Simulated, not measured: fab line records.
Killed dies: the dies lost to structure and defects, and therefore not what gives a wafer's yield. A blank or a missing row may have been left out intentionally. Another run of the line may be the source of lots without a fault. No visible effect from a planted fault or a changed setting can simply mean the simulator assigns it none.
fab line records	flow nand-harc
[record] lots = 7	wafers = 21	last-day = 33
route steps=1302 shown A_M1@1182
lots with no fault: from the same line, run without faults
start-h: hours from the record's opening day to when the first of the lot's shown wafers began	wait-h: hours since the lot's step before	" same as the row above	L1.1+2: several wafers, shown together as one row	- no value, or no start was given	* or withheld: withheld	< > ~ a bound
route shown NAME@n: names a module that has steps shown in the file, with the first one's number in the route	usual: mean/standard deviation of fault-free wafers	same: alike in all rows	chamber/n: place in a boat	sites: readings site by site	_std_site: how widely they spread, as a standard deviation	_edge_site: inner sites' mean taken away from outer sites' mean	radius-mm: for every site, how far away it sits from the centre of the wafer	mask NAME#n: copy n	behind: tool/chamber where the wafer was last shaped	hold: reason for holding the lot/hours on hold/outcome of the hold	device: transistor that didn't switch, given as n, p or np	end of line: at the end of the route, the tests of the same wafers	a step without rows: its recipe alone	killed: at the first sort, the dies lost to defects and structure; wafer yield is something else	map: a wafer's dies, marking killed ones x, the rest . and places with no die _
set.NAME: the setting as run; set.NAME@STEP: as run at that earlier step	model.NAME: the simulator's own value behind a step, which no gauge read
certain route steps with their lots: each step a table, each wafer a row
services: from which hour (start-h, from the record's first day; less than 0 if before it) a tool's chamber was out of use, for how many hours, and why
[[steps]]
[step NHARC_A_M1_DESCUM_14]
[recipe] time-s = 3	o2-flow-sccm = 200	ar-flow-sccm = 0	bias-power-w = 0	chemistry = O2
[usual] drypump-motor-current-A = 5.5/0.44	oes-product-au = 1.002/0.0098	rf-vpp-V = 57.7/0.81	showerhead-plenum-p-Torr = 1.91/0.063	throttle-valve-pct = 11.312/0.009
lot.wafer	tool	chamber	start-h	wait-h	drypump-motor-current-A	oes-product-au	rf-hours-counter-h	rf-vpp-V	showerhead-plenum-p-Torr	throttle-valve-pct
L353.4	rie-diel-02	2	561.76	0.1	6.3	1.009	8.9	57.9	1.91	11.303
L353.6	"	2	"	"	6.3	1.009	-	58.5	1.91	11.311
L353.5	"	3	"	"	5.0	1.006	-	56.9	1.91	11.318
L357.2	rie-diel-04	3	600.95	0.1	5.4	0.986	3.5	58.3	1.88	11.313
L357.4	"	2	"	"	5.0	1.009	3.6	58.4	1.97	11.299
L357.6	"	3	"	"	5.4	0.989	-	58.3	1.88	11.311
L369.3	rie-diel-02	0	728.63	0.1	5.7	0.995	7.4	57.3	1.97	11.317
L369.2	"	1	"	"	6.0	0.996	7.5	57.7	1.98	11.290
L369.1	"	2	"	"	6.4	0.993	7.4	58.7	1.91	11.311
L371.1	rie-diel-02	2	732.66	0.1	6.3	0.986	7.4	58.9	1.91	11.323
L371.2	"	0	"	"	5.6	0.995	7.5	57.0	1.97	11.306
L371.6	"	2	"	"	6.3	0.993	-	58.0	1.91	11.302
L370.4	rie-diel-12	2	735.19	0.1	4.8	0.994	2.6	60.0	1.98	11.307
L370.2	"	3	"	"	5.4	0.988	2.8	57.5	1.93	11.296
L370.5	"	1	"	"	5.5	0.996	-	57.1	1.82	11.325
L372.2	rie-diel-12	0	746.57	0.1	5.6	1.009	3.1	57.2	1.94	11.302
L372.3	"	1	"	"	5.5	0.994	2.9	57.7	1.82	11.296
L372.5	"	0	"	"	5.5	1.005	-	58.3	1.94	11.325
L373.1	rie-diel-12	3	747.68	0.1	5.4	0.998	3.0	57.4	1.93	11.315
L373.2	"	1	"	"	5.5	0.997	3.0	58.0	1.82	11.311
L373.5	"	3	"	"	5.4	0.992	-	57.7	1.93	11.332
[step NHARC_A_M1_ETCH_35]
[recipe] target-depth-a = 400	overetch-a = 120	time-s = 43.94	ion-energy-ev = 200	n2-flow-sccm = 150	h2-flow-sccm = 150	ar-flow-sccm = 0	rf-w = 400	bias-w = 150	chemistry = N2/H2
[usual] drypump-motor-current-A = 5.5/0.44	oes-product-au = 1.003/0.01	rf-vpp-V = 430.5/2.1	showerhead-plenum-p-Torr = 2.04/0.071	throttle-valve-pct = 14.172/0.0089
lot.wafer	tool	chamber	start-h	wait-h	drypump-motor-current-A	oes-product-au	rf-hours-counter-h	rf-vpp-V	showerhead-plenum-p-Torr	throttle-valve-pct
L353.4	rie-diel-02	1	561.86	0.1	6.0	0.999	8.7	433.3	2.12	14.178
L353.5	"	2	"	"	6.4	1.019	-	428.7	2.04	14.148
L353.6	"	3	"	"	5.0	1.019	-	431.2	2.03	14.163
L357.4	rie-diel-04	2	601.03	0.1	5.0	1.004	3.6	431.0	2.10	14.172
L357.2	"	3	"	"	5.4	0.991	3.5	428.8	2.01	14.176
L357.6	"	3	"	"	5.4	0.991	-	430.6	2.01	14.163
L369.1	rie-diel-02	2	728.70	0.1	6.3	0.997	7.4	430.0	2.04	14.177
L369.3	"	3	"	"	5.0	1.005	8.2	429.7	2.03	14.185
L369.2	"	0	"	"	5.6	0.995	7.4	431.9	2.11	14.172
L371.2	rie-diel-02	3	732.74	0.1	5.0	1.006	8.3	430.8	2.03	14.171
L371.1	"	0	"	"	5.6	0.998	7.5	432.1	2.11	14.166
L371.6	"	3	"	"	5.0	1.012	-	431.0	2.03	14.187
L370.4	rie-diel-12	0	735.25	0.1	5.5	1.016	3.0	432.2	2.07	14.171
L370.2	"	1	"	"	5.5	1.008	2.8	427.2	1.93	14.184
L370.5	"	1	"	"	5.5	0.999	-	427.9	1.93	14.165
L372.2	rie-diel-12	1	746.66	0.1	5.5	1.010	2.9	426.4	1.93	14.176
L372.3	"	0	"	"	5.5	1.021	3.2	430.8	2.07	14.177
L372.5	"	2	"	"	4.8	0.991	-	432.2	2.11	14.168
L373.2	rie-diel-12	1	747.76	0.1	5.5	0.995	3.0	428.4	1.93	14.174
L373.1	"	3	"	"	5.4	0.985	3.0	430.4	2.05	14.164
L373.5	"	1	"	"	5.5	0.989	-	427.4	1.93	14.173
[step NHARC_A_M1_ETCH_15]
[recipe] target-depth-a = 1825	time-s = 91.2	c4f8-flow-sccm = withheld	ar-flow-sccm = 400	rf-w = 600	bias-w = 300	chemistry = C4F8/Ar
[step NHARC_A_M1_CD_MEAS_16]
[usual] cd-nm = 119.6/0.79
lot.wafer	tool	chamber	start-h	wait-h	cd-nm
L353.4	cd-sem-02	-	562.07	-	120.2
L353.5	"	-	"	"	119.2
L353.6	"	-	"	"	120.5
L357.2	cd-sem-01	-	601.27	-	118.3
L357.4	"	-	"	"	118.8
L357.6	"	-	"	"	118.9
L369.1	cd-sem-01	-	728.93	-	118.8
L369.2	"	-	"	"	120.0
L369.3	"	-	"	"	117.4
L371.1	cd-sem-03	-	732.97	-	119.0
L371.2	"	-	"	"	118.7
L371.6	"	-	"	"	119.4
L370.2	cd-sem-01	-	735.48	-	120.4
L370.4	"	-	"	"	120.2
L370.5	"	-	"	"	120.2
L372.2	cd-sem-03	-	746.88	-	118.9
L372.3	"	-	"	"	120.4
L372.5	"	-	"	"	118.2
L373.1	cd-sem-01	-	747.98	-	118.6
L373.2	"	-	"	"	118.8
L373.5	"	-	"	"	119.1
[step NHARC_A_M1_STRIP_18]
[recipe] power-w = 1000	n2-flow-sccm = 150	h2-flow-sccm = 150	ar-flow-sccm = 0	bias-w = 0	chemistry = N2/H2
[step NHARC_A_M1_ETCH_28]
[recipe] target-depth-a = 300	over-etch-frac = 0.3	time-s = 72.99	ion-energy-ev = 150	cf4-flow-sccm = 50	n2-flow-sccm = 100	ar-flow-sccm = 150	rf-w = 300	bias-w = 100	chemistry = CF4/N2
[usual] drypump-motor-current-A = 5.3/0.38	oes-product-au = 1.002/0.01	rf-vpp-V = 313.8/1.8	showerhead-plenum-p-Torr = 2.60/0.093	throttle-valve-pct = 19.795/0.0089
lot.wafer	tool	chamber	start-h	wait-h	drypump-motor-current-A	oes-product-au	rf-hours-counter-h	rf-vpp-V	showerhead-plenum-p-Torr	throttle-valve-pct
L353.4	rie-diel-12	2	-	-	4.8	1.014	3.6	316.1	2.71	19.780
L353.5	"	1	"	"	5.5	0.999	-	311.5	2.50	19.804
L353.6	"	2	"	"	4.9	1.015	-	316.1	2.71	19.798
L357.4	rie-diel-02	3	-	-	5.0	1.024	1.1	313.6	2.62	19.793
L357.2	"	2	"	"	6.3	0.994	0.9	313.9	2.63	19.793
L357.6	"	3	"	"	5.0	1.007	-	313.1	2.62	19.789
L369.3	rie-diel-04	3	-	-	5.5	0.999	0.9	315.0	2.59	19.779
L369.2	"	0	"	"	5.4	1.010	0.9	309.7	2.44	19.802
L369.1	"	1	"	"	4.9	0.989	0.5	313.4	2.51	19.798
L371.1	rie-diel-12	2	-	-	4.9	1.003	2.6	315.7	2.71	19.787
L371.2	"	3	"	"	5.4	0.994	2.8	313.0	2.64	19.791
L371.6	"	1	"	"	5.5	1.001	-	312.8	2.50	19.798
L370.2	rie-diel-02	1	-	-	6.0	1.000	7.7	316.7	2.72	19.803
L370.4	"	2	"	"	6.3	1.004	7.6	314.4	2.62	19.799
L370.5	"	0	"	"	5.6	0.998	-	313.4	2.70	19.790
L372.2	rie-diel-04	1	-	-	4.9	0.997	1.4	311.8	2.51	19.793
L372.3	"	2	"	"	5.0	1.007	1.8	314.7	2.69	19.804
L372.5	"	0	"	"	5.4	1.018	-	312.2	2.44	19.796
L373.2	rie-diel-12	1	-	-	5.5	1.004	3.1	313.6	2.50	19.804
L373.1	"	0	"	"	5.5	1.017	3.3	313.8	2.66	19.789
L373.5	"	1	"	"	5.5	0.999	-	312.5	2.50	19.799
[step NHARC_A_M1_STRIP_19]
[recipe] time-s = 600	temp-c = 30	chemistry = post-etch-residue-remover
[step NHARC_A_M1_DEGAS_29]
[recipe] temp-c = 250	time-s = 60
[step NHARC_A_M1_PRE_CLEAN_30]
[recipe] time-s = 30	temp-c = 280	gas = H2/He
[step NHARC_A_M1_PVD_20]
[recipe] target-thk-a = 50	bias-v = 168.6	power-w = 15000	chamber-pressure-pa = 0.12	time-s = 8.06	substrate-temp-c = 50	material = TaN
[usual] bias-v = 168.4/1.7	throttle-valve-pct = 29.8/1.1
lot.wafer	tool	chamber	start-h	wait-h	bias-v	throttle-valve-pct
L353.4	pvd-sputter-03	-	-	-	167.0	28.2
L353.5	"	-	"	"	170.8	30.2
L353.6	"	-	"	"	168.2	30.3
L357.2	pvd-sputter-02	-	-	-	167.1	30.6
L357.4	"	-	"	"	170.6	31.1
L357.6	"	-	"	"	167.1	28.4
L369.1	pvd-sputter-01	-	-	-	167.6	29.2
L369.3	"	-	"	"	167.6	31.2
L369.2	"	-	"	"	172.1	27.1
L371.2	pvd-sputter-02	-	-	-	169.8	29.1
L371.1	"	-	"	"	165.5	30.2
L371.6	"	-	"	"	166.7	31.1
L370.2	pvd-sputter-02	-	-	-	168.3	30.1
L370.4	"	-	"	"	168.5	29.3
L370.5	"	-	"	"	169.2	29.6
L372.3	pvd-sputter-01	-	-	-	169.2	29.2
L372.2	"	-	"	"	165.7	31.1
L372.5	"	-	"	"	166.9	26.8
L373.1	pvd-sputter-02	-	-	-	167.6	31.5
L373.2	"	-	"	"	166.6	29.3
L373.5	"	-	"	"	168.2	30.1
[step NHARC_A_M1_PVD_21]
[recipe] target-thk-a = 300	chamber-pressure-pa = 5	power-w = 5000	substrate-temp-c = 30	time-s = 20.49	material = Cu
[usual] throttle-valve-pct = 29.9/1.1
lot.wafer	tool	chamber	start-h	wait-h	throttle-valve-pct
L353.4	pvd-sputter-03	-	-	-	30.1
L353.5	"	-	"	"	31.6
L353.6	"	-	"	"	30.8
L357.2	pvd-sputter-02	-	-	-	28.9
L357.4	"	-	"	"	29.6
L357.6	"	-	"	"	28.6
L369.1	pvd-sputter-01	-	-	-	27.0
L369.2	"	-	"	"	29.1
L369.3	"	-	"	"	30.9
L371.2	pvd-sputter-02	-	-	-	31.2
L371.1	"	-	"	"	30.0
L371.6	"	-	"	"	30.0
L370.2	pvd-sputter-02	-	-	-	29.8
L370.4	"	-	"	"	31.3
L370.5	"	-	"	"	29.7
L372.3	pvd-sputter-01	-	-	-	31.1
L372.2	"	-	"	"	29.2
L372.5	"	-	"	"	29.8
L373.1	pvd-sputter-02	-	-	-	31.5
L373.2	"	-	"	"	30.1
L373.5	"	-	"	"	31.3
[step NHARC_A_M1_ECD_22]
[recipe] target-thk-a = 4000	bath-temp-c = 25	material = Cu
[step NHARC_A_M1_ANNEAL_31]
[recipe] temp-c = 225	time-s = 90
[usual] anneal-temp-c = 225.00/0.15	anneal-temp-c-max = 225.76/0.19	wafer_temp_C_max = 226.1/0.31
lot.wafer	tool	chamber	start-h	wait-h	anneal-temp-c	anneal-temp-c-max	wafer_temp_C_max
L353.4	rtp-anneal-02	0	563.67	-	224.93	225.84	226.2
L353.5	"	0	"	"	225.05	226.00	226.3
L353.6	"	0	"	"	225.05	225.91	226.4
L357.2	rtp-anneal-02	0	602.78	0.4	225.01	226.10	226.5
L357.4	"	0	"	"	224.70	225.68	226.2
L357.6	"	0	"	"	224.73	225.62	226.2
L369.1	rtp-anneal-02	-	730.42	-	-	-	-
L369.2	"	-	"	"	-	-	-
L369.3	"	-	"	"	-	-	-
L371.1	rtp-anneal-02	-	734.45	0.3	-	-	-
L371.2	"	-	"	"	-	-	-
L371.6	"	-	"	"	-	-	-
L370.2	rtp-anneal-02	-	737.11	-	-	-	-
L370.4	"	-	"	"	-	-	-
L370.5	"	-	"	"	-	-	-
L372.2	rtp-anneal-01	0	748.38	-	225.23	226.16	225.6
L372.3	"	0	"	"	224.92	225.71	225.7
L372.5	"	0	"	"	225.18	225.90	225.9
L373.1	rtp-anneal-01	0	749.44	0.3	225.09	225.73	226.3
L373.2	"	0	"	"	225.39	226.04	225.9
L373.5	"	0	"	"	225.34	225.78	225.8
[step NHARC_A_M1_CMP_23]
[recipe] t-overpolish-s = 20	target-thk-nm = 154.34
[[services]]
tool	chamber	start-h	hours	kind
rie-diel-12	0	552.40	-	clean
rie-diel-12	1	552.40	-	clean
rie-diel-12	2	552.40	-	clean
rie-diel-12	3	552.40	-	clean
rie-diel-12	-	567.90	0.4	repair
rie-diel-02	-	570.70	9.0	pm
rie-diel-12	0	576.90	-	clean
rie-diel-12	1	576.90	-	clean
rie-diel-12	2	576.90	-	clean
rie-diel-12	3	576.90	-	clean
pvd-sputter-01	-	582.00	10.0	pm
rie-diel-12	0	601.40	-	clean
rie-diel-12	-	622.40	9.0	pm
pvd-sputter-02	-	638.00	10.0	pm
rie-diel-02	2	667.73	11.2	repair
pvd-sputter-03	-	691.71	2.1	repair
rie-diel-04	-	708.90	9.0	pm
pvd-sputter-03	-	712.32	10.0	pm
pvd-sputter-01	-	730.29	0.8	repair
pvd-sputter-01	-	735.41	2.4	repair
rie-diel-04	2	739.30	1.9	repair
rtp-anneal-02	-	744.00	12.0	pm
rie-diel-02	1	746.01	6.8	repair
rie-diel-02	-	747.70	9.0	pm
[[key]]
[first-sign] step = NHARC_A_M1_ANNEAL_31	reading = tool-record	direction = missing
effect none on later readings
met-at NHARC_A_M1_ANNEAL_31
struck-wafers L369.1,L369.2,L369.3,L370.2,L370.4,L370.5,L371.1,L371.2,L371.6
sort-left-out L369.1,L369.2,L369.3,L370.2,L370.4,L370.5,L371.1,L371.2,L371.6
onset-between 602.78 730.42
[fault] kind = skipped-step-whole	tool = rtp-anneal-02	chamber = -	onset-h = 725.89	steps = NHARC_A_M1_ANNEAL_31	scope = struck-lots-only
// sort-left-out: the simulated sort isn't trusted on such a fault, so these wafers' sort isn't shown, and their yield isn't known
